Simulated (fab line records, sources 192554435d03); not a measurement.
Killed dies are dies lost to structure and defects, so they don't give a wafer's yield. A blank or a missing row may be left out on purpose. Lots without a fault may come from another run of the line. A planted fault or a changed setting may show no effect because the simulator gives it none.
fab line records | flow n5_finfet
record lots=7 wafers=21
route steps=1938 shown BEOL_M7@1293 BEOL_M9@1428 BEOL_M10@1496 BEOL_M11@1578 BEOL_M12@1605 BEOL_M14@1762
start_h: hours from the record's first day to the start of the lot's first wafer shown | wait_h: hours since the lot's step before | " the same as in the row above | L1.1+2: a row that stands for several wafers | - no value, or no start given | * or withheld: withheld | < > ~ a bound
route shown NAME@n: a module of which the file shows steps, and the number in the route of the first | usual: mean/standard deviation of fault-free wafers | same: alike in all rows | chamber/n: place in a boat | sites: the reading at each site | _std_site: their standard deviation | _edge_site: outer sites' mean less inner sites' | radius_mm: how far each site lies from the wafer's centre | mask NAME#n: copy n | behind: the tool/chamber that last shaped the wafer | hold: why the lot was held/for how many hours/how that ended | device: the transistor (n, p or np) that didn't switch | end of line: the same wafers' tests at the end of the route | a step without rows: its recipe alone | killed: dies lost to structure and defects at the first sort, not the wafer's yield | map: a wafer's dies, x killed, . not, _ none there
set.NAME: the setting as run; set.NAME@STEP: as run at that earlier step | model.NAME: the simulator's own value behind a step, which no gauge read
lots whose settings were changed on purpose; a table a step, a row a wafer
## steps
# step N5_BEOL_M7_EXPOSE_25
# recipe mask_id=V6 na=0.33 source_shape=annular sigma_inner=0.4 sigma_outer=0.8 polarization=unpolarized target_cd_nm=40 dose_mj=42.5
# columns lot.wafer tool chamber start_h wait_h mask set.dose_mj
L074.1+4+6 euv_scanner-01 0 210.61 - V6#0 42.5
L078.1 euv_scanner-01 0 229.54 - V6#0 42.5
L078.2+5 " 0 " " V6#0 39.99
L081.1+4 euv_scanner-01 0 243.88 - V6#0 42.5
L081.6 " 0 " " V6#0 44.88
L084.2+3+6 euv_scanner-02 0 261.96 - V6#0 42.5
L083.1+4 euv_scanner-02 0 268.42 - V6#0 40.11
L083.2 " 0 " " V6#0 42.5
L093.3+4+6 euv_scanner-01 0 311.12 - V6#0 42.5
L094.1+6 euv_scanner-02 0 330.42 - V6#0 44.47
L094.5 " 0 " " V6#0 42.5
# step N5_BEOL_M7_PEB_26
# recipe peb_temp_c=100 peb_time_s=60 resist=CAR-EUV
# step N5_BEOL_M7_DEVELOP_27
# recipe develop_time_s=30 developer=TMAH resist=CAR-EUV rinse_liquid=surfactant_rinse dry=air_spin dev_temp_c=23
# step N5_BEOL_M7_CD_MEAS_28
# recipe target_cd_nm=40 landing_energy_ev=500 detector=se_inlens
# usual cd_nm=39.97/0.26
# columns lot.wafer tool chamber start_h wait_h set.dose_mj@BEOL_M7_EXPOSE_25 cd_nm
L074.1 cd_sem-02 0 210.74 - 42.5 39.64
L074.4 " 0 " " 42.5 39.98
L074.6 " 0 " " 42.5 40.08
L078.1 cd_sem-02 0 229.67 - 42.5 39.98
L078.2 " 0 " " 39.99 38.99
L078.5 " 0 " " 39.99 38.91
L081.1 cd_sem-03 0 244.01 - 42.5 39.88
L081.4 " 0 " " 42.5 40.22
L081.6 " 0 " " 44.88 41.63
L084.2 cd_sem-01 0 262.08 - 42.5 39.98
L084.3 " 0 " " 42.5 39.64
L084.6 " 0 " " 42.5 39.93
L083.1 cd_sem-02 0 268.55 - 40.11 38.70
L083.2 " 0 " " 42.5 39.87
L083.4 " 0 " " 40.11 38.44
L093.3 cd_sem-03 0 311.25 - 42.5 40.28
L093.4 " 0 " " 42.5 40.44
L093.6 " 0 " " 42.5 39.92
L094.1 cd_sem-01 0 330.55 - 44.47 41.00
L094.5 " 0 " " 42.5 39.76
L094.6 " 0 " " 44.47 41.12
# step N5_BEOL_M7_DESCUM_33
# recipe chemistry=O2 time_s=7 source_power_w=50 bias_power_w=20 pressure_mtorr=20 rf_frequency_hz=2.712e+07 temp_c=40 resist=CAR-EUV o2_flow_sccm=225
# columns lot.wafer tool chamber start_h wait_h set.dose_mj@BEOL_M7_EXPOSE_25 model.BEOL_M7.cd_nm
L074.1 rie_diel-03 3 210.86 0.0 42.5 39.8
L074.4+6 " 1 " " 42.5 40
L078.1 rie_diel-04 2 229.83 0.1 42.5 40
L078.2+5 " 3,0 " " 39.99 38.6
L081.1+4 rie_diel-03 1 244.35 0.3 42.5 40
L081.6 " 3 " " 44.88 41.4
L084.2+3+6 rie_diel-06 2,0,1 262.21 0.0 42.5 39.8
L083.1+4 rie_diel-06 0,3 268.67 0.0 40.11 38.6
L083.2 " 2 " " 42.5 39.8
L093.3+4 rie_diel-04 1,3 311.85 0.5 42.5 40.2
L093.6 " 2 " " 42.5 40
L094.1+6 rie_diel-06 1,0 331.01 0.4 44.47 41
L094.5 " 3 " " 42.5 40
# step N5_BEOL_M7_ETCH_72
# recipe chemistry=N2/H2 target=underlayer target_depth_a=65 mask_material=CAR-EUV time_s=5.2 ion_energy_ev=200 pressure_mtorr=30 source_w=840 bias_w=150 n2_flow_sccm=200 h2_flow_sccm=200 ends=cleared
# step N5_BEOL_M7_ETCH_65
# recipe chemistry=CF4 target=SiARC target_depth_a=156 mask_material=CAR-EUV time_s=26 ion_energy_ev=80 pressure_mtorr=40 source_w=545 bias_w=36 Ar_flow_sccm=100 cf4_flow_sccm=100 ends=cleared
# columns lot.wafer tool chamber start_h wait_h set.dose_mj@BEOL_M7_EXPOSE_25 model.BEOL_M7.cd_nm
L074.1+6 rie_diel-03 3,1 210.92 0.0 42.5 39.8
L074.4 " 1 " " 42.5 40
L078.1 rie_diel-04 2 229.88 0.0 42.5 39.8
L078.2+5 " 3,0 " " 39.99 38.6
L081.1+4 rie_diel-03 1 244.40 0.0 42.5 40
L081.6 " 3 " " 44.88 41.6
L084.2+6 rie_diel-06 2,1 262.26 0.0 42.5 39.8
L084.3 " 0 " " 42.5 40
L083.1 rie_diel-06 0 268.73 0.0 40.11 38.6
L083.2 " 2 " " 42.5 39.8
L083.4 " 3 " " 40.11 38.8
L093.3 rie_diel-04 1 311.90 0.0 42.5 40.4
L093.4 " 3 " " 42.5 40.2
L093.6 " 2 " " 42.5 40
L094.1+6 rie_diel-06 1,0 331.06 0.0 44.47 41
L094.5 " 3 " " 42.5 40.2
# step N5_BEOL_M7_ETCH_66
# recipe chemistry=N2/H2 target=SOC target_depth_a=800 overetch_a=160 mask_material=SiARC temp_c=40 time_s=120 ion_energy_ev=200 pressure_mtorr=30 source_w=840 bias_w=150 n2_flow_sccm=200 h2_flow_sccm=200
# columns lot.wafer tool chamber start_h wait_h set.dose_mj@BEOL_M7_EXPOSE_25 model.BEOL_M7.cd_nm
L074.1 rie_diel-03 3 210.94 0.0 42.5 39.4
L074.4+6 " 1 " " 42.5 40
L078.1 rie_diel-04 2 229.91 0.0 42.5 40
L078.2 " 3 " " 39.99 38.4
L078.5 " 0 " " 39.99 38.8
L081.1+4 rie_diel-03 1 244.43 0.0 42.5 40
L081.6 " 3 " " 44.88 41.4
L084.2 rie_diel-06 2 262.29 0.0 42.5 39.8
L084.3 " 0 " " 42.5 40.2
L084.6 " 1 " " 42.5 40
L083.1+4 rie_diel-06 0,3 268.75 0.0 40.11 39
L083.2 " 2 " " 42.5 39.8
L093.3+6 rie_diel-04 1,2 311.93 0.0 42.5 40.4
L093.4 " 3 " " 42.5 40
L094.1 rie_diel-06 1 331.09 0.0 44.47 40.8
L094.5 " 3 " " 42.5 40.2
L094.6 " 0 " " 44.47 41.2
# step N5_BEOL_M7_VIA_ETCH_34
# recipe chemistry=C4F6/O2 target=SiCOH_lowk target_depth_a=1255 mask_material=SOC taper_deg=4 time_s=50.5 ion_energy_ev=250 pressure_mtorr=30 source_w=345 bias_w=185 Ar_flow_sccm=300 C4F6_flow_sccm=10 O2_flow_sccm=10
# usual rf_vpp_V=664/9.8
# columns lot.wafer tool chamber start_h wait_h set.bias_w set.dose_mj@BEOL_M7_EXPOSE_25 rf_vpp_V model.BEOL_M7.cd_nm
L074.1 rie_diel-03 3 211.04 0.0 185 42.5 669 39.6
L074.4 " 1 " " 163.4 42.5 595 40
L074.6 " 1 " " 185 42.5 655 40
L078.1 rie_diel-04 2 230.01 0.0 185 42.5 671 40.2
L078.2 " 3 " " 185 39.99 663 38.2
L078.5 " 0 " " 185 39.99 683 38.6
L081.1 rie_diel-03 1 244.53 0.0 185 42.5 657 40
L081.4 " 1 " " 185 42.5 658 40
L081.6 " 3 " " 185 44.88 669 41.6
L084.2 rie_diel-06 2 262.39 0.0 185 42.5 660 39.8
L084.3 " 0 " " 185 42.5 673 40.2
L084.6 " 1 " " 185 42.5 649 39.8
L083.1 rie_diel-06 0 268.86 0.0 185 40.11 674 38.8
L083.2 " 2 " " 155.6 42.5 575 39.8
L083.4 " 3 " " 155.6 40.11 566 38.6
L093.3 rie_diel-04 1 312.03 0.0 185 42.5 664 40.4
L093.4 " 3 " " 200.9 42.5 708 39.8
L093.6 " 2 " " 185 42.5 670 40.4
L094.1 rie_diel-06 1 331.19 0.0 185 44.47 649 40.8
L094.5 " 3 " " 185 42.5 648 40
L094.6 " 0 " " 207.7 44.47 735 41.2
# step N5_BEOL_M7_TRENCH_ETCH_37
# recipe chemistry=C4F6/O2 target_depth_a=934.78 target=SiCOH_lowk time_s=31.2 ion_energy_ev=250 pressure_mtorr=30 source_w=345 bias_w=185 Ar_flow_sccm=300 C4F6_flow_sccm=10 O2_flow_sccm=10
# usual rf_vpp_V=664/9.6
# columns lot.wafer tool chamber start_h wait_h set.source_w rf_vpp_V
L074.1 rie_diel-03 3 - - 345 669
L074.4 " 1 " " 289.2 720
L074.6 " 1 " " 289.2 719
L078.1 rie_diel-04 2 - - 345 670
L078.2 " 3 " " 390 622
L078.5 " 0 " " 390 643
L081.1 rie_diel-03 1 - - 370.5 633
L081.4 " 1 " " 370.5 634
L081.6 " 3 " " 345 669
L084.2 rie_diel-06 2 - - 345 661
L084.3 " 0 " " 345 673
L084.6 " 1 " " 345 649
L083.1 rie_diel-06 0 - - 345 672
L083.2 " 2 " " 345 660
L083.4 " 3 " " 345 650
L093.3 rie_diel-04 1 - - 345 663
L093.4 " 3 " " 305.6 704
L093.6 " 2 " " 305.6 714
L094.1 rie_diel-06 1 - - 327 669
L094.5 " 3 " " 327 666
L094.6 " 0 " " 345 674
# step N5_BEOL_M9_COAT_22
# recipe resist=CAR-EUV spin_rpm=1500 resist_thk_nm=30
# columns lot.wafer tool chamber start_h wait_h set.spin_rpm model.CAR-EUV_of_BEOL_M9_COAT_22.thk_nm
L074.1+6 litho_track-03 0 - - 1500 30.2
L074.4 " 0 " " 1566 29.4
L078.1+2+5 litho_track-04 0 - - 1500 30.2
L081.1 litho_track-03 0 - - 1500 30.2
L081.4 " 0 " " 1500 30
L081.6 " 0 " " 1348 31.8
L084.2+3+6 litho_track-05 0 - - 1500 30
L083.1+4 litho_track-04 0 - - 1340 31.8
L083.2 " 0 " " 1340 32
L093.3+4+6 litho_track-04 0 - - 1500 30.2
L094.1 litho_track-03 0 - - 1552 29.6
L094.5+6 " 0 " " 1500 30.2
# step N5_BEOL_M9_EBR_24
# recipe solvent=PGMEA ebr_width_mm=1.5
# step N5_BEOL_M9_SOFTBAKE_23
# recipe temp_c=110 time_s=60 resist=CAR-EUV
# step N5_BEOL_M9_EXPOSE_25
# recipe mask_id=V8 na=0.33 source_shape=annular sigma_inner=0.4 sigma_outer=0.8 polarization=unpolarized dose_mj=37.25
# step N5_BEOL_M9_PEB_26
# recipe peb_temp_c=100 peb_time_s=60 resist=CAR-EUV
# step N5_BEOL_M9_DEVELOP_27
# recipe develop_time_s=30 developer=TMAH resist=CAR-EUV rinse_liquid=surfactant_rinse dry=air_spin dev_temp_c=23
# columns lot.wafer tool chamber start_h wait_h set.spin_rpm@BEOL_M9_COAT_22 model.CAR-EUV_of_BEOL_M9_COAT_22.thk_nm
L074.1 litho_track-03 0 - - 1500 29.8
L074.4 " 0 " " 1566 29
L074.6 " 0 " " 1500 29.6
L078.1+5 litho_track-04 0 - - 1500 29.6
L078.2 " 0 " " 1500 29.8
L081.1 litho_track-04 0 - - 1500 29.8
L081.4 " 0 " " 1500 29.6
L081.6 " 0 " " 1348 31.2
L084.2+3+6 litho_track-04 0 - - 1500 29.4
L083.1+2+4 litho_track-04 0 - - 1340 31.4
L093.3+4 litho_track-04 0 - - 1500 29.6
L093.6 " 0 " " 1500 29.8
L094.1 litho_track-04 0 - - 1552 29.2
L094.5 " 0 " " 1500 29.8
L094.6 " 0 " " 1500 29.6
# step N5_BEOL_M10_COAT_22
# recipe resist=CAR-ArF spin_rpm=1500 resist_thk_nm=90
# columns lot.wafer tool chamber start_h wait_h set.spin_rpm model.CAR-ArF_of_BEOL_M10_COAT_22.thk_nm
L074.1 litho_track-05 0 - - 1500 89.6
L074.4 " 0 " " 1500 90
L074.6 " 0 " " 1500 89.8
L078.1+5 litho_track-05 0 - - 1548 88.8
L078.2 " 0 " " 1500 89.8
L081.1 litho_track-02 0 - - 1394 92.8
L081.4+6 " 0 " " 1500 89.4
L084.2 litho_track-05 0 - - 1500 89.8
L084.3 " 0 " " 1500 90
L084.6 " 0 " " 1500 90.2
L083.1+4 litho_track-02 0 - - 1500 90.2
L083.2 " 0 " " 1573 88
L093.3 litho_track-01 0 - - 1400 93.8
L093.4 " 0 " " 1500 90.4
L093.6 " 0 " " 1400 93.6
L094.1+6 litho_track-01 0 - - 1500 90.2
L094.5 " 0 " " 1600 87.6
# step N5_BEOL_M10_EXPOSE_25
# recipe mask_id=V9 na=1.35 source_shape=annular sigma_inner=0.5 sigma_outer=0.8 polarization=unpolarized dose_mj=85.5
# columns lot.wafer tool chamber start_h wait_h mask set.dose_mj
L074.1+4 arfi_scanner-01 0 238.73 - V9#0 80.75
L074.6 " 0 " " V9#0 85.5
L078.1+2+5 arfi_scanner-02 0 259.15 - V9#0 85.5
L081.1+4+6 arfi_scanner-01 0 267.72 - V9#0 85.5
L084.2+3+6 arfi_scanner-01 0 286.67 - V9#0 85.5
L083.1+4 arfi_scanner-01 0 294.31 - V9#0 85.5
L083.2 " 0 " " V9#0 89.07
L093.3+4+6 arfi_scanner-01 0 342.02 - V9#0 85.5
L094.1+5 arfi_scanner-01 0 354.72 - V9#0 85.5
L094.6 " 0 " " V9#0 89.82
# step N5_BEOL_M10_PEB_26
# recipe peb_temp_c=withheld peb_time_s=60 resist=CAR-ArF
# step N5_BEOL_M10_DEVELOP_27
# recipe develop_time_s=30 developer=TMAH resist=CAR-ArF rinse_liquid=diw dry=air_spin dev_temp_c=23
# columns lot.wafer tool chamber start_h wait_h set.spin_rpm@BEOL_M10_COAT_22 model.CAR-ArF_of_BEOL_M10_COAT_22.thk_nm
L074.1 litho_track-01 0 - - 1500 87.8
L074.4 " 0 " " 1500 88.2
L074.6 " 0 " " 1500 88
L078.1+5 litho_track-05 0 - - 1548 87
L078.2 " 0 " " 1500 88.2
L081.1 litho_track-02 0 - - 1394 91.2
L081.4+6 " 0 " " 1500 87.8
L084.2 litho_track-01 0 - - 1500 88.2
L084.3+6 " 0 " " 1500 88.4
L083.1+4 litho_track-05 0 - - 1500 88.4
L083.2 " 0 " " 1573 86.2
L093.3 litho_track-01 0 - - 1400 92
L093.4 " 0 " " 1500 88.8
L093.6 " 0 " " 1400 91.8
L094.1+6 litho_track-02 0 - - 1500 88.6
L094.5 " 0 " " 1600 86
# step N5_BEOL_M11_TRENCH_ETCH_37
# recipe chemistry=C4F6/O2 target_depth_a=1488.3 target=SiCOH_lowk time_s=48 ion_energy_ev=250 pressure_mtorr=30 source_w=345 bias_w=185 Ar_flow_sccm=300 C4F6_flow_sccm=10 O2_flow_sccm=10
# usual rf_vpp_V=666/9
# columns lot.wafer tool chamber start_h wait_h set.source_w rf_vpp_V
L074.1 rie_diel-06 1 - - 306.1 690
L074.4 " 0 " " 345 672
L074.6 " 2 " " 306.1 702
L078.1 rie_diel-06 2 - - 372.7 634
L078.2 " 0 " " 345 671
L078.5 " 1 " " 372.7 625
L081.1 rie_diel-04 0 - - 314.8 716
L081.4 " 2 " " 345 670
L081.6 " 0 " " 345 683
L084.2 rie_diel-03 1 - - 345 655
L084.3 " 0 " " 345 674
L084.6 " 3 " " 345 668
L083.1 rie_diel-04 3 - - 292.6 721
L083.2 " 0 " " 292.6 743
L083.4 " 2 " " 345 672
L093.3 rie_diel-03 3 - - 345 670
L093.4 " 2 " " 345 662
L093.6 " 3 " " 314 702
L094.1 rie_diel-04 0 - - 345 684
L094.5 " 2 " " 345 671
L094.6 " 1 " " 312.6 698
# step N5_BEOL_M12_COAT_04
# recipe spin_rpm=1625 resist_thk_nm=400
# columns lot.wafer tool chamber start_h wait_h set.spin_rpm model.coat_of_BEOL_M12_COAT_04.thk_nm
L074.1 litho_track-04 0 - - 1625 400.4
L074.4 " 0 " " 1625 399.6
L074.6 " 0 " " 1770 383.2
L078.1 litho_track-04 0 - - 1625 402.8
L078.2 " 0 " " 1625 400.6
L078.5 " 0 " " 1625 399.8
L081.1+4 litho_track-04 0 - - 1625 400.6
L081.6 " 0 " " 1625 400.4
L084.2 litho_track-04 0 - - 1625 400.8
L084.3 " 0 " " 1625 401.4
L084.6 " 0 " " 1625 399.6
L083.1 litho_track-05 0 - - 1625 400
L083.2 " 0 " " 1625 400.4
L083.4 " 0 " " 1625 399.6
L093.3 litho_track-05 0 - - 1625 400.8
L093.4 " 0 " " 1762 384.4
L093.6 " 0 " " 1625 400.4
L094.1+6 litho_track-04 0 - - 1791 383.4
L094.5 " 0 " " 1625 402.6
# step N5_BEOL_M12_PEB_08
# recipe peb_temp_c=130 peb_time_s=90
# columns lot.wafer tool chamber start_h wait_h set.peb_time_s
L074.1+4+6 litho_track-04 0 252.59 0.1 90
L078.1+2+5 litho_track-01 0 270.80 0.1 90
L081.1+4 litho_track-04 0 282.15 0.1 90
L081.6 " 0 " " 73.33
L084.2+3+6 litho_track-04 0 298.99 0.0 90
L083.1 litho_track-05 0 307.29 0.1 102.4
L083.2+4 " 0 " " 90
L093.3 litho_track-05 0 356.90 0.0 82.75
L093.4+6 " 0 " " 90
L094.1 litho_track-04 0 368.24 0.1 90
L094.5+6 " 0 " " 83.04
# step N5_BEOL_M12_DEVELOP_09
# recipe develop_time_s=45 rinse_liquid=diw dry=air_spin dev_temp_c=21
# step N5_BEOL_M12_HARDBAKE_14
# recipe temp_c=130 time_s=120
# step N5_BEOL_M12_DESCUM_15
# recipe chemistry=O2 time_s=7.9 source_power_w=50 bias_power_w=20 pressure_mtorr=20 rf_frequency_hz=2.712e+07 temp_c=40 o2_flow_sccm=225
# step N5_BEOL_M12_ETCH_59
# recipe chemistry=N2/H2 target=BARC target_depth_a=890 overetch_a=267 time_s=67.9 ion_energy_ev=200 pressure_mtorr=30 source_w=840 bias_w=150 n2_flow_sccm=200 h2_flow_sccm=200
# step N5_BEOL_M12_VIA_ETCH_16
# recipe chemistry=C4F8/O2/Ar target=SiOC pressure_mtorr=30 source_w=3000 bias_w=700 Ar_flow_sccm=400 C4F8_flow_sccm=15 O2_flow_sccm=8 he_inner_torr=15 he_outer_torr=30 target_depth_a=7248 time_s=withheld ion_energy_ev=250 ends=cleared
# columns lot.wafer tool chamber start_h wait_h set.spin_rpm@BEOL_M12_COAT_04 model.coat_of_BEOL_M12_COAT_04.thk_nm
L074.1 rie_diel-02 1 253.12 0.0 1625 125.6
L074.4 " 3 " " 1625 123.6
L074.6 " 1 " " 1770 104.2
L078.1 rie_diel-01 0 271.17 0.0 1625 135.6
L078.2 " 3 " " 1625 126.8
L078.5 " 2 " " 1625 127.6
L081.1 rie_diel-02 0 282.44 0.0 1625 127.2
L081.4 " 3 " " 1625 120.2
L081.6 " 1 " " 1625 120
L084.2 rie_diel-05 3 299.28 0.0 1625 125.2
L084.3 " 2 " " 1625 125.4
L084.6 " 3 " " 1625 118.4
L083.1 rie_diel-02 3 307.58 0.0 1625 122.4
L083.2 " 1 " " 1625 128
L083.4 " 3 " " 1625 122
L093.3 rie_diel-02 0 357.19 0.0 1625 127.8
L093.4 " 2 " " 1762 105.4
L093.6 " 3 " " 1625 121.6
L094.1 rie_diel-05 1 368.53 0.0 1791 109.4
L094.5 " 0 " " 1625 124.8
L094.6 " 3 " " 1791 103
# step N5_BEOL_M12_STRIP_63
# recipe chemistry=N2/H2 power_w=1000 temp_c=250 h2_frac=0.65 overash_fraction=0.3 pressure_mtorr=1000 n2_flow_sccm=1750 h2_flow_sccm=3250
# usual strip_time_to_endpoint_s=42.7/0.86
# columns lot.wafer tool chamber start_h wait_h set.spin_rpm@BEOL_M12_COAT_04 strip_time_to_endpoint_s
L074.1 plasma_asher-02 1 253.32 - 1625 43.2
L074.4 " 0 " " 1625 42.6
L074.6 " 0 " " 1770 37.4
L078.1 plasma_asher-01 1 271.37 - 1625 45.9
L078.2 " 0 " " 1625 43.5
L078.5 " 1 " " 1625 43.7
L081.1 plasma_asher-01 0 282.64 - 1625 43.6
L081.4 " 0 " " 1625 41.7
L081.6 " 0 " " 1625 41.7
L084.2 plasma_asher-01 0 299.48 - 1625 43.1
L084.3 " 1 " " 1625 43.1
L084.6 " 0 " " 1625 41.2
L083.1 plasma_asher-02 1 307.78 - 1625 42.3
L083.2 " 0 " " 1625 43.8
L083.4 " 1 " " 1625 42.2
L093.3 plasma_asher-02 0 357.41 - 1625 43.8
L093.4 " 1 " " 1762 37.7
L093.6 " 0 " " 1625 42.1
L094.1 plasma_asher-01 1 368.73 - 1791 38.8
L094.5 " 1 " " 1625 43.0
L094.6 " 0 " " 1791 37.1
# step N5_BEOL_M14_SPUTTER_43
# recipe material=TaN target_thk_a=150 temp_c=50 bias_v=168.6 power_w=15000 chamber_pressure_pa=0.12 time_s=24.19
# columns lot.wafer tool chamber start_h wait_h set.power_w model.TaN_of_BEOL_M14_SPUTTER_43.thk_nm
L074.1+6 pvd_sputter-03 - 271.67 0.0 15000 14.6
L074.4 " - " " 12540 12.2
L078.1 pvd_sputter-02 - 290.08 0.0 15000 15
L078.2 " - " " 12570 12.8
L078.5 " - " " 12570 12.6
L081.1+4+6 pvd_sputter-03 - 301.26 0.0 15000 14.8
L084.2+6 pvd_sputter-03 - 317.24 0.0 15000 14.8
L084.3 " - " " 15000 15
L083.1 pvd_sputter-02 - 321.94 0.0 15000 15.2
L083.2 " - " " 15000 15.4
L083.4 " - " " 15000 15
L093.3 pvd_sputter-03 - 375.18 0.0 15000 15
L093.4+6 " - " " 13800 13.6
L094.1+5+6 pvd_sputter-02 - 381.00 0.0 15000 14.8
## key
split step=N5_BEOL_M7_EXPOSE_25 setting=dose_mj stated=42.5 by=wafer
response step=N5_BEOL_M7_CD_MEAS_28 reading=cd_nm change=+0.237 per=1% r=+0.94
response step=N5_BEOL_M7_DESCUM_33 reading=model.BEOL_M7.cd_nm change=+0.23 per=1% r=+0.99
response step=N5_BEOL_M7_ETCH_65 reading=model.BEOL_M7.cd_nm change=+0.217 per=1% r=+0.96
response step=N5_BEOL_M7_ETCH_66 reading=model.BEOL_M7.cd_nm change=+0.204 per=1% r=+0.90
response step=N5_BEOL_M7_VIA_ETCH_34 reading=model.BEOL_M7.cd_nm change=+0.255 per=1% r=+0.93
split step=N5_BEOL_M7_VIA_ETCH_34 setting=bias_w stated=185 by=wafer
response step=N5_BEOL_M7_VIA_ETCH_34 reading=rf_vpp_V change=+6.28 per=1% r=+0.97
split step=N5_BEOL_M7_TRENCH_ETCH_37 setting=source_w stated=345 by=wafer
response step=N5_BEOL_M7_TRENCH_ETCH_37 reading=rf_vpp_V change=-3.24 per=1% r=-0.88
split step=N5_BEOL_M9_COAT_22 setting=spin_rpm stated=1500 by=wafer
response step=N5_BEOL_M9_COAT_22 reading=model.CAR-EUV_of_BEOL_M9_COAT_22.thk_nm change=-0.17 per=1% r=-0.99
response step=N5_BEOL_M9_DEVELOP_27 reading=model.CAR-EUV_of_BEOL_M9_COAT_22.thk_nm change=-0.149 per=1% r=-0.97
split step=N5_BEOL_M10_COAT_22 setting=spin_rpm stated=1500 by=wafer
response step=N5_BEOL_M10_COAT_22 reading=model.CAR-ArF_of_BEOL_M10_COAT_22.thk_nm change=-0.447 per=1% r=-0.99
response step=N5_BEOL_M10_DEVELOP_27 reading=model.CAR-ArF_of_BEOL_M10_COAT_22.thk_nm change=-0.443 per=1% r=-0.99
split step=N5_BEOL_M10_EXPOSE_25 setting=dose_mj stated=85.5 by=wafer
response none clear
split step=N5_BEOL_M11_TRENCH_ETCH_37 setting=source_w stated=345 by=wafer
response step=N5_BEOL_M11_TRENCH_ETCH_37 reading=rf_vpp_V change=-3.58 per=1% r=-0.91
split step=N5_BEOL_M12_COAT_04 setting=spin_rpm stated=1625 by=wafer
response step=N5_BEOL_M12_COAT_04 reading=model.coat_of_BEOL_M12_COAT_04.thk_nm change=-1.89 per=1% r=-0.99
response step=N5_BEOL_M12_VIA_ETCH_16 reading=model.coat_of_BEOL_M12_COAT_04.thk_nm change=-2.1 per=1% r=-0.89
response step=N5_BEOL_M12_STRIP_63 reading=strip_time_to_endpoint_s change=* per=1% r=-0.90
split step=N5_BEOL_M12_PEB_08 setting=peb_time_s stated=90 by=wafer
response none clear
split step=N5_BEOL_M14_SPUTTER_43 setting=power_w stated=15000 by=wafer
response step=N5_BEOL_M14_SPUTTER_43 reading=model.TaN_of_BEOL_M14_SPUTTER_43.thk_nm change=+0.147 per=1% r=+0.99
